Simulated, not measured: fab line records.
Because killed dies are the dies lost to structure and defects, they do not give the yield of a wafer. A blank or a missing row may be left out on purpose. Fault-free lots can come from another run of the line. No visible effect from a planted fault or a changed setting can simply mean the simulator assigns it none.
Which tool was responsible? -- flow nand_harc -- 36 wafers from 12 lots sampled at 6 of the route's 1302 steps

== WHAT EACH GAUGE READ, for each wafer ==
NHARC_A_BLC_INSPECT_28. Usual: raw_defect_count reads 562 (standard deviation 140).
lot,measured,on,raw_defect_count,flag
L602,day 23 12:19,defect_inspect-01,488 687 569,
L603,day 23 13:37,defect_inspect-01,585 481 636,
L604,day 24 02:40,defect_inspect-01,500 640 460,
L606,day 24 03:12,defect_inspect-01,445 503 432,
L609,day 25 08:13,defect_inspect-02,811 759 697,
L611,day 25 23:43,defect_inspect-02,707 536 462,
L612,day 26 21:45,defect_inspect-02,364 607 446,
L621,day 30 15:31,defect_inspect-01,418 677 405,
L622,day 30 23:17,defect_inspect-01,539 776 591,
L624,day 31 18:47,defect_inspect-02,432 335 442,
L623,day 31 22:06,defect_inspect-01,336 387 506,
L625,day 32 10:35,defect_inspect-01,581 473 798,

NHARC_A_M0_CD_MEAS_09: the cd target is 80 nm. Usual: cd_nm reads 80.1 nm (standard deviation 0.69).
lot,measured,on,cd_nm (nm),flag
L602,day 23 13:05,cd_sem-01,80.0 79.7 79.1,
L603,day 23 14:31,cd_sem-02,80.5 80.9 80.6,
L604,day 24 03:45,cd_sem-03,78.5 79.4 80.5,
L606,day 24 04:07,cd_sem-03,78.5 79.9 80.6,
L609,day 25 09:11,cd_sem-02,80.1 81.2 79.9,
L611,day 26 00:56,cd_sem-02,79.8 79.4 79.4,
L612,day 26 22:32,cd_sem-02,80.3 81.1 80.5,
L621,day 30 16:25,cd_sem-03,80.5 80.3 80.4,
L622,day 31 00:11,cd_sem-02,80.3 79.8 80.5,
L624,day 31 19:34,cd_sem-02,79.2 80.3 79.1,
L623,day 31 23:00,cd_sem-02,79.6 79.7 81.2,
L625,day 32 11:29,cd_sem-02,80.4 79.4 79.4,

NHARC_END_SORT_01. Usual: killed_at_array 52, standard deviation 16; killed_at_other 0.8, standard deviation 0.98; killed_at_periphery 4.2, standard deviation 2.9; killed_dies 57, standard deviation 16; killed_open 3.3, standard deviation 1.9; killed_short 2.5, standard deviation 1.5.
lot,measured,on,killed_at_array,killed_at_other,killed_at_periphery,killed_dies,killed_open,killed_short,flag
L609,day 27 01:32,prober-01,64 71 72,0 0 1,2 2 1,66 73 74,3 3 6,4 2 0,
L621,day 32 07:26,prober-01,36 48 58,1 1 0,7 6 4,44 55 62,1 2 2,4 2 0,
L622,day 32 17:50,prober-01,53 52 30,1 1 0,3 3 8,57 56 38,3 2 4,1 0 3,
L623,day 33 13:04,prober-01,17 26 23,0 0 2,3 2 3,20 28 28,3 7 2,0 3 4,

== WHAT TOOL EACH LOT RAN ON (gives the tool, then ch and the chambers of the sampled wafers, and finally the start) ==
lot,NHARC_A_BLC_ETCH_16,NHARC_A_BLC_CVD_24,NHARC_A_BLC_CMP_25
L602,"rie_diel-11 ch 0,2,3, day 23 09:28","cvd_w-01 ch 0,1, day 23 11:35","cmp-03 ch 1,2,3, day 23 11:58"
L603,"rie_diel-09 ch 1,2,3, day 23 10:43","cvd_w-02 ch 0,1, day 23 12:49","cmp-01 ch 0,1, day 23 13:13"
L604,"rie_diel-11 ch 0,1,2, day 23 23:10","cvd_w-02 ch 0,1, day 24 01:52","cmp-03 ch 0,1,2, day 24 02:16"
L606,"rie_diel-10 ch 1,2,3, day 24 00:19","cvd_w-02 ch 0,1, day 24 02:20","cmp-01 ch 0,2,3, day 24 02:49"
L609,"rie_diel-09 ch 0,1, day 25 05:16","cvd_w-01 ch 0,1, day 25 07:15","cmp-04 ch 0,2,3, day 25 07:52"
L611,"rie_diel-11 ch 0,1, day 25 20:51","cvd_w-02 ch 0,1, day 25 22:47","cmp-03 ch 0,1,2, day 25 23:22"
L612,"rie_diel-11 ch 0,1,3, day 26 18:54","cvd_w-01 ch 0,1, day 26 20:58","cmp-01 ch 1,2,3, day 26 21:22"
L621,"rie_diel-09 ch 0,1,2, day 30 12:39","cvd_w-01 ch 0,1, day 30 14:34","cmp-01 ch 0,2,3, day 30 15:07"
L622,"rie_diel-09 ch 2,3, day 30 20:23","cvd_w-01 ch 0,1, day 30 22:21","cmp-01 ch 0,2,3, day 30 22:56"
L624,"rie_diel-11 ch 1,3, day 31 15:24","cvd_w-02 ch 0,1, day 31 17:52","cmp-01 ch 2,3, day 31 18:23"
L623,"rie_diel-09 ch 0,1,2, day 31 19:11","cvd_w-01 ch 0,1, day 31 21:14","cmp-01 ch 0,1,2, day 31 21:42"
L625,"rie_diel-09 ch 0,1,2, day 32 07:44","cvd_w-01 ch 0,1, day 32 09:40","cmp-01 ch 0,1,2, day 32 10:11"
- NHARC_A_BLC_ETCH_16: etches the open film in CF4, target depth 39 nm, time 65 s.
- NHARC_A_BLC_CVD_24: deposits W, target thk 150 nm, time 434 s.
- NHARC_A_BLC_CMP_25: polishes, t overpolish 30 s, target thk 150 nm.

== AS READ BY THE TOOLS THEMSELVES (means over the sampled wafers that have a number; for cases with no such wafer, the mark the record gives instead) ==
NHARC_A_BLC_ETCH_16. Usual: drypump_motor_current_A 5.5 A, standard deviation 0.43; oes_product_au 1.002 a.u., standard deviation 0.014; rf_vpp_V 151.4 V, standard deviation 1.2; showerhead_plenum_p_Torr 1.79 Torr, standard deviation 0.079; throttle_valve_pct 13.284 %, standard deviation 0.0093.
lot,tool,drypump_motor_current_A (A),oes_product_au (a.u.),rf_vpp_V (V),showerhead_plenum_p_Torr (Torr),throttle_valve_pct (%),flag
L602,rie_diel-11,5.7,0.996,151.8,1.77,13.280,
L603,rie_diel-09,5.2,1.002,151.7,1.81,13.288,
L604,rie_diel-11,5.9,0.999,151.1,1.81,13.284,
L606,rie_diel-10,5.6,1.000,150.9,1.78,13.284,
L609,rie_diel-09,5.2,1.012,151.3,1.76,13.290,
L611,rie_diel-11,5.6,1.005,150.8,1.77,13.280,
L612,rie_diel-11,5.8,0.999,151.4,1.78,13.281,
L621,rie_diel-09,5.2,1.006,151.6,1.75,13.288,
L622,rie_diel-09,5.4,1.009,152.4,1.81,13.289,
L624,rie_diel-11,6.0,0.989,151.9,1.83,13.283,
L623,rie_diel-09,5.2,0.999,151.0,1.75,13.281,
L625,rie_diel-09,5.2,1.002,151.1,1.75,13.282,

NHARC_A_BLC_CVD_24. Usual: heater_power_w 483 W, standard deviation 53; mfc_h2_sccm 1600 sccm, standard deviation 4.7; throttle_valve_pct 8.04 %, standard deviation 0.19.
lot,tool,heater_power_w (W),mfc_h2_sccm (sccm),throttle_valve_pct (%),flag
L602,cvd_w-01,452,1601,7.93,
L603,cvd_w-02,535,1598,7.94,
L604,cvd_w-02,533,1597,8.07,
L606,cvd_w-02,539,1607,8.05,
L609,cvd_w-01,440,1597,8.18,
L611,cvd_w-02,538,1602,8.20,
L612,cvd_w-01,470,1605,8.02,
L621,cvd_w-01,431,1605,8.10,
L622,cvd_w-01,435,1601,8.15,
L624,cvd_w-02,499,1598,7.99,
L623,cvd_w-01,475,1597,8.01,
L625,cvd_w-01,451,1597,7.85,

NHARC_A_BLC_CMP_25. Usual: motor_current_A 12.6 A, standard deviation 1.2; overpolish_run_s 30.000 s, standard deviation 0.0097; slurry_flow_ml_min 150.0, standard deviation 0.47; time_to_endpoint_s 29 s, standard deviation 3.
lot,tool,motor_current_A (A),overpolish_run_s (s),slurry_flow_ml_min,time_to_endpoint_s (s),flag
L602,cmp-03,13.2,29.997,150.2,26,
L603,cmp-01,12.0,30.002,150.4,29,
L604,cmp-03,14.0,29.993,150.0,26,
L606,cmp-01,11.3,29.998,149.7,31,
L609,cmp-04,12.3,30.004,150.2,32,
L611,cmp-03,14.0,29.993,150.0,30,
L612,cmp-01,12.3,30.003,149.8,21,
L621,cmp-01,11.9,30.000,149.9,27,
L622,cmp-01,11.6,30.001,150.4,29,
L624,cmp-01,11.8,29.999,149.6,31,
L623,cmp-01,12.4,29.996,150.0,31,
L625,cmp-01,12.8,30.001,150.2,29,

== THE ANSWER, worked out from the rows above alone ==
Rule: a lot counts as off when the mean over its wafers that have a number is more than 3 standard deviations away from the usual mean. A lot without any number at a reading at which 4 lots or more have one is off too. Any other lot the step has rows for is counted as sound. After the gauges, taken in route order, come the tools' own readings; for these a lot's mean is taken, as printed above. At the first step where some lot is off, the reading lying furthest off is the one used; lots without a number count as furthest.
Nothing can be told from this: no lot is off at any reading shown.

== WHAT THE SIMULATOR HAD PUT IN ==
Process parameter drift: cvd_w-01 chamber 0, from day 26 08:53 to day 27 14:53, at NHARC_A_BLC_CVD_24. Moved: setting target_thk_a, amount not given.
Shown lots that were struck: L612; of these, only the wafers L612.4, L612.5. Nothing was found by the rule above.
